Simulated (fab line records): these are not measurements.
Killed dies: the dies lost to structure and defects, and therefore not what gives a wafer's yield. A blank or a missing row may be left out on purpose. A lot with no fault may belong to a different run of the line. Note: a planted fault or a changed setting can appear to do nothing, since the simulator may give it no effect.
Struck lot and sound lot, side by side -- flow nandHarc -- 15 out of 1302 route steps
Sound: the wafers L567.3, L567.5, L567.6. Struck: wafers L574.1, L574.5. The cause is given at the end.
Order at every step that has rows: each side's tool, ch and its chambers, its first start. Under that, the readings that differ: sound wafers -- struck wafers -- difference of the means -- sigmas: that difference in standard deviations of wafers without a fault.
alike: readings with means less than 2 such deviations apart, plus words and numbers identical on both sides. not compared: withheld readings, readings lacking a value on some wafer, bounds such as >300 that could conceal the same value, and numbers that have no deviation in the record and whose values overlap.
A row with sigmas, a row that says differs or no value, or rows on one side alone: a step with any of these is where the two part. Non-overlapping numbers with no deviation appear without sigmas and do not part them. A reading that every wafer of one side lacks parts them only if that side has two wafers or more.

first, 6 steps without rows for these wafers: NHARC_A_DECK1_JOINT_CVD_34 (deposits SiNx, target thk 20 nm); NHARC_A_DECK1_JOINT_DEP_06 (deposits SiOx, target thk 80 nm); NHARC_A_DECK1_JOINT_CURE_26 (time 32 s); NHARC_A_DECK1_JOINT_ANNEAL_27 (time 3600 s); NHARC_A_DECK1_JOINT_ANNEAL_28 (time 1800 s); NHARC_A_DECK1_JOINT_ANNEAL_29 (time 1800 s).
NHARC_A_DECK1_JOINT_CMP_02: polishes SiOx.
  sound on cmp-02 ch 0,3, day 12 19:33; struck on cmp-02 ch 3, day 16 03:42
  alike: motorCurrentA
following that, these wafers have no rows for 1 step: NHARC_A_DECK1_JOINT_SRD_15.
NHARC_A_DECK1_JOINT_DEP_16: deposits SiO2, target thk 45 nm.
  sound on pecvd-02 ch 1,2, day 12 19:56; struck on pecvd-03 ch 2, day 16 04:13
  alike: heaterPowerW, throttleValvePct
NHARC_A_DECK1_JOINT_THK_MEAS_17: measures by ellipsometry.
  sound on filmMetro-02, day 12 20:11; struck on filmMetro-01, day 16 04:26
  alike: thkNm
NHARC_A_DECK1_JOINT_INSPECT_05:
  sound on defectInspect-01, day 12 20:14; struck on defectInspect-02, day 16 04:28
reading,sound,struck,difference,sigmas
rawDefectCount,250 242 232,447 609,+287,+2
NHARC_A_ONON_D2_DEP_00: target thk 1000 nm.
  sound on pecvdOnon-04 ch 0, day 12 20:25; struck on pecvdOnon-04 ch 0, day 16 04:32
  alike: n2FlowSccm, nh3FlowSccm
NHARC_A_ONON_D2_THK_MEAS_02: measures by ellipsometry.
  sound on filmMetro-01, day 12 20:48; struck on filmMetro-02, day 16 05:02
reading,sound,struck,difference,sigmas
thkNm (nm),1014 1012 1012,568 566,-446,-63
next comes 1 step that has no rows for these wafers: NHARC_A_ONON_D2_DEP_03 (target thickness 1000 nm).
-- the record jumps here: 12 days lie between the struck wafers' starts before and after (it left off in module A_ONON_D2 and takes up again in module END, whose first step shown is number 1302 of the route) --
NHARC_END_SORT_01:
  here the record holds rows for the struck wafers (prober-02 ch 0, day 28 10:11) but none for the sound ones

WHERE THEY PART
At NHARC_A_DECK1_JOINT_INSPECT_05 first; at NHARC_END_SORT_01 last (within this record only).

WHY: the cause the simulator had injected
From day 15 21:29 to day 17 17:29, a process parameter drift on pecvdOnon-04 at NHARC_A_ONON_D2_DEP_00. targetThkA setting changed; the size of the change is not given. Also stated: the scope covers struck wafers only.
